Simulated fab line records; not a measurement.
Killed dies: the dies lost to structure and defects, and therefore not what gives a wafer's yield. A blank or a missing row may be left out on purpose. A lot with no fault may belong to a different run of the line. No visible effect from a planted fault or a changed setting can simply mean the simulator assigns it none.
fab line records    flow nand_harc
record lots=12  wafers=36  last_day=33
route steps=1302 shown A_CHANNEL_FILL_D1@494 A_DECK1_JOINT@527 END@1302
lots untouched by any fault: they come from a run of this same line in which no faults occurred
start_h: the number of hours between the record's first day and the start of the first shown wafer of the lot    wait_h: hours since the lot's step before    " same as the row above    L1.1+2: a single row standing in for several wafers    - value missing, or start not given    * or withheld: withheld    < > ~ a bound
route shown NAME@n: names a module that has steps shown in the file, with the first one's number in the route    usual: the fault-free wafers' mean and standard deviation    same: alike in all rows    chamber/n: place in a boat    sites: each site's reading    _std_site: standard deviation of those values    _edge_site: outer sites' mean less inner sites'    radius_mm: for every site, how far away it sits from the centre of the wafer    mask NAME#n: copy n    behind: the last tool/chamber to shape the wafer    hold: reason for holding the lot/hours on hold/outcome of the hold    device: the transistor (n, p or np) that didn't switch    end of line: at the end of the route, the tests of the same wafers    for a step that has no rows: nothing shown but its recipe    killed: the dies lost at the first sort to structure and to defects; this is not the yield of the wafer    map: dies across one wafer; x = killed, . = not, _ = none there
set.NAME: the setting that was run; set.NAME@STEP: the one run at that earlier step    model.NAME: the simulator's own value behind a step, which no gauge read
steps of the route over a sample of lots; a table a step, a row a wafer
services: from which hour (start_h, from the record's first day; less than 0 if before it) a tool's chamber was out of use, for how many hours, and why
## steps
# step NHARC_A_CHANNEL_FILL_D1_ALD_14
# recipe target_thk_a=25  pulse_time_s=10  ald_cycles=25  temp_c=300  material=SiO2
# usual heater_power_w=478/47  precursor_pulse_height_rel=1.002/0.019
lot.wafer  tool       chamber  start_h  wait_h  heater_power_w  precursor_pulse_height_rel
L967.2     ald_hk-03  0        197.58   0.0     444             1.005
L967.4     "          1        "        "       545             0.997
L967.5     "          1        "        "       559             0.980
L966.1     ald_hk-01  1        197.59   0.0     447             0.991
L966.2     "          0        "        "       536             1.016
L966.5     "          1        "        "       449             0.974
L968.4     ald_hk-03  3        211.91   0.1     411             1.011
L968.3     "          0        "        "       442             1.037
L968.5     "          3        "        "       405             0.986
L974.4     ald_hk-03  3        276.39   0.1     392             1.033
L974.3     "          0        "        "       444             1.009
L974.5     "          3        "        "       399             1.009
L976.4     ald_hk-01  3        297.12   0.1     542             1.040
L976.2     "          0        "        "       539             1.035
L976.6     "          3        "        "       551             0.981
L981.3     ald_hk-02  0        342.67   0.0     496             0.961
L981.1     "          2        "        "       464             1.032
L981.6     "          0        "        "       492             0.999
L982.3     ald_hk-03  0        357.36   0.0     435             0.983
L982.4     "          2        "        "       465             1.000
L982.5     "          0        "        "       439             1.014
L984.1     ald_hk-02  1        366.51   0.3     484             0.988
L984.3     "          0        "        "       507             1.005
L984.6     "          2        "        "       470             0.984
L985.4     ald_hk-03  2        382.48   0.1     469             1.027
L985.3     "          3        "        "       393             1.018
L985.5     "          1        "        "       564             0.973
L986.2     ald_hk-01  0        398.99   3.4     507             1.021
L986.1     "          1        "        "       452             0.979
L986.5     "          0        "        "       497             1.001
L989.4     ald_hk-01  0        430.43   0.1     525             1.006
L989.3     "          1        "        "       449             1.008
L989.6     "          3        "        "       550             0.976
L988.3     ald_hk-01  2        430.69   0.4     461             1.019
L988.5     "          3        "        "       536             0.979
L988.6     "          0        "        "       516             1.017
# step NHARC_A_CHANNEL_FILL_D1_STRIP_29
# recipe time_s=20  o2_flow_sccm=500  ar_flow_sccm=0  bias_w=0  chemistry=O2
# usual drypump_motor_current_A=5.59/0.27  oes_product_au=1.008/0.0084  rf_vpp_V=57.6/0.86  showerhead_plenum_p_Torr=3.48/0.13  throttle_valve_pct=17.037/0.0086
lot.wafer  tool         chamber  start_h  wait_h  drypump_motor_current_A  oes_product_au  rf_hours_counter_h  rf_vpp_V  showerhead_plenum_p_Torr  throttle_valve_pct
L966.1     rie_diel-10  3        232.45   0.2     5.66                     1.006           6.4                 58.5      3.53                      17.030
L966.2     "            1        "        "       5.61                     1.022           6.8                 59.2      3.78                      17.034
L966.5     "            1        "        "       5.59                     1.013           -                   57.3      3.78                      17.026
L967.2     rie_diel-03  1        -        -       5.48                     0.993           7.0                 57.1      3.48                      17.049
L967.4     "            0        "        "       6.02                     1.013           6.2                 56.9      3.46                      17.024
L967.5     "            1        "        "       5.48                     1.001           -                   57.0      3.48                      17.031
L968.3     rie_diel-05  1        -        -       5.98                     1.003           0.1                 56.8      3.44                      17.029
L968.4     "            2        "        "       5.85                     1.008           0.8                 57.9      3.34                      17.050
L968.5     "            0        "        "       5.50                     1.033           -                   57.3      3.47                      17.039
L974.3     rie_diel-05  3        311.06   0.1     5.46                     1.010           6.2                 58.9      3.44                      17.044
L974.5     "            3        "        "       5.46                     1.012           -                   57.4      3.44                      17.037
L974.4     "            1        "        "       5.96                     1.005           -                   57.5      3.43                      17.044
L976.4     rie_diel-10  0        -        -       5.10                     0.999           4.5                 56.7      3.39                      17.035
L976.2     "            3        "        "       5.67                     0.999           4.1                 58.4      3.53                      17.025
L976.6     "            0        "        "       5.12                     1.007           -                   57.7      3.39                      17.040
L981.3     rie_diel-05  0        377.41   0.1     5.52                     1.013           9.9                 56.0      3.46                      17.022
L981.1     "            1        "        "       5.96                     1.001           8.1                 58.0      3.43                      17.042
L981.6     "            0        "        "       5.50                     1.012           -                   57.9      3.46                      17.034
L982.3     rie_diel-05  3        -        -       5.47                     1.025           10.8                55.7      3.44                      17.043
L982.4     "            1        "        "       5.99                     1.015           8.7                 56.6      3.43                      17.036
L982.5     "            3        "        "       5.47                     1.019           -                   56.0      3.44                      17.031
L984.3     rie_diel-10  1        -        -       5.61                     1.010           5.3                 59.3      3.78                      17.048
L984.1     "            3        "        "       5.65                     0.993           6.1                 57.0      3.53                      17.044
L984.6     "            1        "        "       5.62                     0.997           -                   57.4      3.78                      17.041
L985.4     rie_diel-05  3        -        -       5.46                     0.999           0.4                 57.8      3.44                      17.036
L985.3     "            0        "        "       5.52                     0.995           0.5                 58.2      3.46                      17.040
L985.5     "            1        "        "       5.98                     1.010           -                   57.6      3.43                      17.028
L986.1     rie_diel-10  3        -        -       5.65                     0.992           0.2                 57.4      3.53                      17.036
L986.2     "            0        "        "       5.09                     0.990           0.2                 57.2      3.39                      17.040
L986.5     "            1        "        "       5.59                     1.014           -                   58.1      3.78                      17.034
L989.3     rie_diel-05  3        466.11   0.2     5.47                     1.015           4.4                 58.6      3.43                      17.030
L989.4     "            1        "        "       6.01                     1.017           -                   57.9      3.43                      17.037
L989.6     "            3        "        "       5.46                     1.009           -                   57.5      3.43                      17.032
L988.3     rie_diel-05  1        467.76   0.2     5.95                     1.023           4.5                 58.2      3.43                      17.042
L988.6     "            1        "        "       5.95                     1.020           -                   56.8      3.43                      17.041
L988.5     "            3        "        "       5.46                     1.010           -                   57.9      3.43                      17.040
# step NHARC_A_DECK1_JOINT_CMP_13
# recipe target_thk_nm=51.023
# usual motor_current_A=11.7/1.2  time_to_endpoint_s=9.6/2.2
lot.wafer  tool    chamber  start_h  wait_h  motor_current_A  time_to_endpoint_s
L966.2     cmp-04  0        249.07   0.4     10.8             8.8
L966.1     "       1        "        "       11.7             11.4
L966.5     "       0        "        "       11.1             11.6
L967.4     cmp-03  1        249.10   0.4     10.5             13.6
L967.2     "       2        "        "       11.4             12.4
L967.5     "       0        "        "       13.9             9.5
L968.3     cmp-04  0        265.70   0.4     10.4             10.0
L968.4     "       2        "        "       10.3             11.4
L968.5     "       0        "        "       10.4             13.0
L974.4     cmp-01  0        327.87   0.4     10.9             10.9
L974.3     "       1        "        "       12.3             8.9
L974.5     "       2        "        "       12.6             6.4
L976.2     cmp-03  1        349.41   0.4     10.4             12.2
L976.4     "       3        "        "       10.1             10.7
L976.6     "       1        "        "       10.2             10.9
L981.3     cmp-01  1        393.88   0.4     12.5             10.8
L981.1     "       2        "        "       12.8             10.7
L981.6     "       0        "        "       11.1             13.4
L982.3     cmp-01  1        408.66   0.4     12.3             10.8
L982.4     "       2        "        "       11.9             10.6
L982.5     "       2        "        "       12.6             9.0
L984.3     cmp-03  3        418.20   0.4     11.0             7.7
L984.1     "       1        "        "       10.8             10.4
L984.6     "       2        "        "       11.5             8.1
L985.3     cmp-01  3        437.34   0.4     11.9             11.4
L985.4     "       1        "        "       12.8             13.5
L985.5     "       3        "        "       11.9             9.7
L986.2     cmp-01  1        450.38   0.4     12.0             8.2
L986.1     "       2        "        "       12.1             7.0
L986.5     "       3        "        "       12.0             7.6
L989.3     cmp-04  3        483.33   0.4     13.3             7.2
L989.4     "       0        "        "       10.5             8.6
L989.6     "       2        "        "       9.6              12.4
L988.3     cmp-03  0        483.38   0.4     13.5             7.9
L988.6     "       0        "        "       14.6             6.8
L988.5     "       1        "        "       10.1             8.9
# step NHARC_A_DECK1_JOINT_ETCHBACK_00
# recipe target_depth_a=300  time_s=17.4  hbr_flow_sccm=150  rf_w=350  icp_w=350  bias_w=60  chemistry=HBr
# usual drypump_motor_current_A=5.8/0.48  oes_product_au=0.998/0.0092  run_length_s=38.8/0.35  throttle_valve_pct=23.266/0.0096
lot.wafer  tool       chamber  start_h  wait_h  drypump_motor_current_A  oes_product_au  rf_hours_counter_h  run_length_s  throttle_valve_pct
L966.2     rie_si-03  3        249.43   0.1     5.5                      0.991           0.3                 38.4          23.280
L966.1     "          2        "        "       5.4                      1.008           0.2                 39.4          23.248
L966.5     "          0        "        "       5.8                      0.999           -                   38.5          23.280
L967.4     rie_si-05  1        249.44   0.1     5.5                      0.986           0.7                 39.0          23.278
L967.2     "          3        "        "       6.1                      0.999           0.7                 38.5          23.260
L967.5     "          0        "        "       6.8                      0.986           -                   38.9          23.267
L968.3     rie_si-05  1        266.08   0.1     5.5                      0.989           0.9                 39.1          23.268
L968.4     "          2        "        "       5.2                      1.010           0.9                 39.2          23.269
L968.5     "          0        "        "       6.8                      0.989           -                   38.9          23.276
L974.3     rie_si-05  2        328.20   0.1     5.3                      1.013           0.1                 34.5          23.252
L974.4     "          3        "        "       6.2                      1.007           0.1                 34.1          23.265
L974.5     "          3        "        "       6.2                      1.009           -                   33.8          23.273
L976.2     rie_si-05  0        349.77   0.1     6.8                      0.990           0.2                 34.3          23.279
L976.4     "          3        "        "       6.2                      0.997           0.2                 34.4          23.282
L976.6     "          1        "        "       5.4                      0.998           -                   34.4          23.259
L981.1     rie_si-03  3        394.26   0.1     5.5                      0.978           1.1                 38.4          23.257
L981.3     "          2        "        "       5.4                      0.999           1.3                 38.7          23.281
L981.6     "          0        "        "       5.8                      1.005           -                   38.3          23.265
L982.4     rie_si-03  0        409.05   0.1     5.8                      0.989           0.0                 38.4          23.257
L982.3     "          3        "        "       5.5                      0.997           0.0                 38.3          23.278
L982.5     "          0        "        "       5.8                      0.995           -                   39.0          23.273
L984.3     rie_si-05  3        418.56   0.1     6.2                      1.000           0.6                 38.6          23.258
L984.1     "          0        "        "       6.8                      0.995           0.5                 39.1          23.271
L984.6     "          0        "        "       6.8                      0.998           -                   39.0          23.257
L985.4     rie_si-05  3        437.70   0.1     6.2                      1.000           0.8                 38.7          23.273
L985.3     "          2        "        "       5.2                      1.007           0.6                 39.1          23.281
L985.5     "          0        "        "       6.8                      0.996           -                   38.9          23.265
L986.2     rie_si-03  1        450.73   0.1     5.3                      1.005           0.3                 38.8          23.270
L986.1     "          2        "        "       5.5                      0.993           0.3                 39.2          23.285
L986.5     "          1        "        "       5.4                      0.998           -                   38.9          23.270
L989.3     rie_si-03  0        483.68   0.1     5.8                      0.980           0.5                 38.7          23.266
L989.4     "          3        "        "       5.5                      0.982           0.4                 38.3          23.288
L989.6     "          1        "        "       5.4                      1.008           -                   38.9          23.276
L988.3     rie_si-06  0        483.80   0.1     5.9                      0.998           0.3                 38.3          23.261
L988.6     "          1        "        "       6.3                      1.001           -                   38.6          23.246
L988.5     "          2        "        "       5.5                      0.990           -                   38.8          23.255
# step NHARC_END_SORT_01
# recipe temp_c=25
# usual killed_at_array=57/19  killed_at_other=0.9/1.1  killed_at_periphery=4.0/2.6  killed_dies=62/19  killed_open=3.3/1.8  killed_short=2.4/1.7
# same gross_dies=677
lot.wafer  tool       chamber  start_h  wait_h  killed_at_array  killed_at_other  killed_at_periphery  killed_dies  killed_open  killed_short
L974.3     prober-01  0        636.79   3.1     51               2                0                    53           2            0
# killed by level:class
L974.3 A_CHANNEL_HOLE_D2:chamber_film_flake=28 A_CHANNEL_HOLE_D1:chamber_film_flake=7 A_BLC:chamber_film_flake=6 A_CHANNEL_FILL_D1:chamber_film_flake=4 A_WL_FILL:chamber_film_flake=2 A_ONON_D2:geometric_particle:open=1 A_M0:geometric_particle:open=1 A_CHANNEL_FILL_D2:chamber_film_flake=1
## services
tool         chamber  start_h  hours  kind
rie_diel-05  3        181.03   4.7    repair
cmp-01       -        183.92   0.7    repair
cmp-01       -        185.67   4.0    pm
ald_hk-03    -        216.66   10.0   pm
rie_si-03    -        221.00   9.0    pm
rie_diel-05  -        229.60   9.0    pm
cmp-01       -        245.15   0.9    repair
cmp-01       -        283.67   4.0    pm
rie_si-05    2        300.31   1.1    repair
ald_hk-01    -        301.55   10.0   pm
rie_si-05    -        305.00   9.0    pm
rie_diel-05  0        308.75   11.0   repair
rie_diel-05  1        322.31   14.9   repair
rie_si-03    3        352.39   3.6    repair
rie_si-03    1        365.32   20.0   repair
rie_diel-05  3        375.95   15.3   repair
rie_si-03    3        379.81   5.6    repair
cmp-01       -        381.67   4.0    pm
ald_hk-03    -        394.66   10.0   pm
rie_si-03    -        398.00   9.0    pm
rie_diel-05  -        406.60   9.0    pm
rie_si-05    1        454.98   11.3   repair
rie_diel-05  2        463.58   4.9    repair
rie_si-05    -        482.04   9.0    pm
## key
first_sign step=NHARC_A_DECK1_JOINT_ETCHBACK_00  reading=run_length_s  direction=down  sigmas=13  usual=*  struck=*
effect none on later readings
met_at NHARC_A_DECK1_JOINT_ETCHBACK_00
struck_lots L974,L976
tester_left_out L974,L976
not_acting_at NHARC_A_CHANNEL_FILL_D1_ALD_14,NHARC_A_CHANNEL_FILL_D1_STRIP_29,NHARC_A_DECK1_JOINT_CMP_13
onset_between 266.08 328.20
fault kind=process_parameter_drift  tool=rie_si-05  chamber=-  onset_h=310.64  steps=NHARC_A_DECK1_JOINT_ETCHBACK_00  channel=time_s  offset=*  shape=step  end_h=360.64  acts_in=*  stated=*
# tester_left_out: of these lots the tester's yield and bins aren't shown, on N5 and GAA mostly nor the transistor test; their killed dies are dies lost to structure and defects alone, not to doping, threshold or leakage, so they don't give the yield
